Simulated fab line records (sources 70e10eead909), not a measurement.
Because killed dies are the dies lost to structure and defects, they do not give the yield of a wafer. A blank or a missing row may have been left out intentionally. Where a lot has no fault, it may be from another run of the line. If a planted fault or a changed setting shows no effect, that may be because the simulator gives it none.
Comparing a struck lot with a sound one :: flow nandHarc :: 28 steps out of a route of 1159
Sound: these wafers, L154.1, L154.3, L154.6. Wafers L146.2, L146.3, L146.6 were the ones struck. The cause is named last.
Each step with rows lists, per side, the tool, then ch with its chambers, then its first start. Under that, the readings that differ: sound wafers :: struck wafers :: difference of the means :: sigmas: that difference in standard deviations of wafers without a fault.
alike: readings with means less than 2 such deviations apart, plus words and numbers identical on both sides. not compared: withheld readings, readings lacking a value on some wafer, bounds such as >300 that could conceal the same value, and numbers that have no deviation in the record and whose values overlap.
A row with sigmas, a row that says differs or no value, or rows on one side alone: a step with any of these is where the two part. When numbers do not overlap yet have no deviation, they are printed without sigmas and do not part them. Lack of a reading on every wafer of one side parts them only where that side has two or more wafers.

first, 11 steps without rows for these wafers: NHARC_P_STI_ETCH_26 (etches SiO2 in dHF, target depth 11 nm); NHARC_P_STI_PRECLEAN_27 (cleans in SC1); NHARC_P_STI_SRD_28; NHARC_P_STI_OXIDE_29 (material SiO2, target thk 10 nm, ox time 1362 s); NHARC_P_STI_HM_DEP_30 (deposits Si3N4, target thk 80 nm, time 873 s); NHARC_P_STI_DEHYDRATE_01 (time 120 s); NHARC_P_STI_HMDS_02 (time 30 s); NHARC_P_STI_COAT_41 (time 65 s); NHARC_P_STI_COAT_03 (resist thk 600 nm); NHARC_P_STI_SOFTBAKE_04 (time 70 s); NHARC_P_STI_EBR_05.
NHARC_P_STI_EXPOSE_06: exposes mask P STI, target cd 200 nm.
  sound on krfScanner-02 ch 0, day 6 13:03; struck on krfScanner-01 ch 0, day 4 10:44
reading: exposureDoseMJCm2
sound: 37.64 37.74 37.67
struck: 26.89 26.83 26.90
difference: -10.81
sigmas: -99 or more
  alike: mask
then, 2 steps without rows for these wafers: NHARC_P_STI_PEB_07 (peb time 80 s); NHARC_P_STI_DEVELOP_08 (time 50 s).
NHARC_P_STI_CD_MEAS_09: the cd target is 200 nm.
  sound on cdSem-01 ch 0, day 6 13:12; struck on cdSem-01 ch 0, day 4 10:52
reading: cdNm (nm)
sound: 199.8 201.5 200.2
struck: 124.6 126.3 123.9
difference: -75.6
sigmas: -47
then, 1 step without rows for these wafers: NHARC_P_STI_HARDBAKE_13 (time 65 s).
NHARC_P_STI_DESCUM_14: chemistry O2, time 3 s.
  sound on rieDiel-01 ch 1,2, day 6 13:29; struck on rieDiel-06 ch 1,2,3, day 4 11:08
reading: model.P_STI.cdNm (nm)
sound: 199.7 201.1 199.6
struck: 124.2 126.2 123.9
difference: -75.4
sigmas: 
  alike: drypumpMotorCurrentA, oesProductAu, rfVppV, showerheadPlenumPTorr, throttleValvePct
  not compared: rfHoursCounterH
then, 2 steps without rows for these wafers: NHARC_P_STI_ETCH_42 (etches the open film in N2/H2, target depth 80 nm, overetch 24 nm, time 61 s); NHARC_P_STI_ETCH_31 (etches the open film in CF4/CHF3, target depth 108.9 nm, time 54.5 s).
NHARC_P_STI_ETCH_15: etches the open film in HBr/Cl2, target depth 300 nm, time 100.1 s.
  sound on rieSi-04 ch 2,3, day 6 13:45; struck on rieSi-03 ch 0,2,3, day 4 11:25
reading: model.P_STI.cdNm (nm)
sound: 198.4 200.7 199
struck: 124 126 123.8
difference: -75
sigmas: 
  alike: drypumpMotorCurrentA, oesProductAu, rfFwdPowerW, throttleValvePct
  not compared: rfHoursCounterH
NHARC_P_STI_CD_MEAS_16:
  sound on cdSem-02, day 6 13:55; struck on cdSem-02, day 4 11:34
reading: cdNm (nm)
sound: 198.5 200.8 199.2
struck: 124.2 126.1 123.9
difference: -74.8
sigmas: -42
NHARC_P_STI_OCD_MEAS_17:
  sound on ocd-02, day 6 13:59; struck on ocd-02, day 4 11:40
reading: trenchFootCdNm (nm)
sound: 157.6 159.8 158.5
struck: 82.1 84.3 81.9
difference: -75.9
sigmas: -47
then, 3 steps without rows for these wafers: NHARC_P_STI_STRIP_19 (strips in SPM, time 900 s); NHARC_P_STI_PRECLEAN_32 (cleans in SC1); NHARC_P_STI_SRD_23.
NHARC_P_STI_OCD_MEAS_43:
  sound on ocd-02, day 6 14:30; struck on ocd-01, day 4 12:10
reading: trenchFootCdNm (nm)
sound: 157.9 160.4 158.8
struck: 82.3 83.9 82.2
difference: -76.2
sigmas: -48
then, 1 step without rows for these wafers: NHARC_P_STI_OXIDE_33 (material SiO2, target thk 10 nm, ox time 281 s).
-- the record jumps here: 17 days lie between the struck wafers' starts before and after (it left off in module P_STI and takes up again in module END, whose first step shown is number 1159 of the route) --
NHARC_END_SORT_01:
  here the record holds rows for the struck wafers (prober-01 ch 0, day 21 22:55) but none for the sound ones

== WHERE THEY PART ==
At NHARC_P_STI_EXPOSE_06 first; at NHARC_END_SORT_01 last (within this record only).

WHY: the cause the simulator had injected
Process parameter drift: krfScanner-01, from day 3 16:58 on, at NHARC_P_STI_EXPOSE_06. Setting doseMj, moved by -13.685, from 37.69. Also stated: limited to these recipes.
